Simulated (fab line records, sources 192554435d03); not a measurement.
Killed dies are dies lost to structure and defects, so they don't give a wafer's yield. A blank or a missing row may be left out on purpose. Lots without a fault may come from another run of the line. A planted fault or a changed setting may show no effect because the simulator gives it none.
Chamber matching | flow n5_finfet | N5_BEOL_M5_DESCUM_33 on rie_diel-05: 4 sister chambers
The step chemistry O2, time 7 s. 7 wafers are shown with their chamber, then 7 later ones without.

WAFERS WITH THEIR CHAMBER
wafer  | chamber | throttle_valve_pct (%) | drypump_motor_current_A (A)
L076.5 | 2       | 20.46                  | 6.7
L080.5 | 0       | 19.95                  | 5.9
L085.1 | 1       | 20.63                  | 5.7
L085.2 | 2       | 20.45                  | 6.8
L085.6 | 1       | 20.62                  | 5.7
L088.1 | 3       | 20.51                  | 5.2
L088.3 | 0       | 19.97                  | 6.0

WAFERS WITHOUT THEIR CHAMBER
wafer  | throttle_valve_pct (%) | drypump_motor_current_A (A)
L088.5 | 20.66                  | 5.7
L091.2 | 20.50                  | 5.2
L091.4 | 20.64                  | 5.7
L091.5 | 20.66                  | 5.7
L093.1 | 19.99                  | 5.9
L093.2 | 20.51                  | 5.2
L093.4 | 20.13                  | 6.7

WHICH CHAMBER EACH WENT THROUGH
wafer  | from the rows above | in truth
L088.5 | 1                   | 1
L091.2 | 3                   | 3
L091.4 | 1                   | 1
L091.5 | 1                   | 1
L093.1 | 0                   | 0
L093.2 | 3                   | 3
L093.4 | 0                   | 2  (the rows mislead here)
Placed correctly: 6 of 7. Can't be placed from these rows: 0. Placed wrongly: 1.
How it was worked out, from the rows above alone: a wafer's distance from a chamber is the root of the sum, over the readings, of the square of ((its reading less the chamber's mean) divided by the reading's scatter). The wafer belongs to the nearest chamber; if the next one is less than 2 further off, it can't be placed. A chamber's mean is the mean of its shown wafers. The scatter: the root of (the sum of the squares of (reading less its chamber's mean) over the shown wafers, divided by (wafers less chambers)).
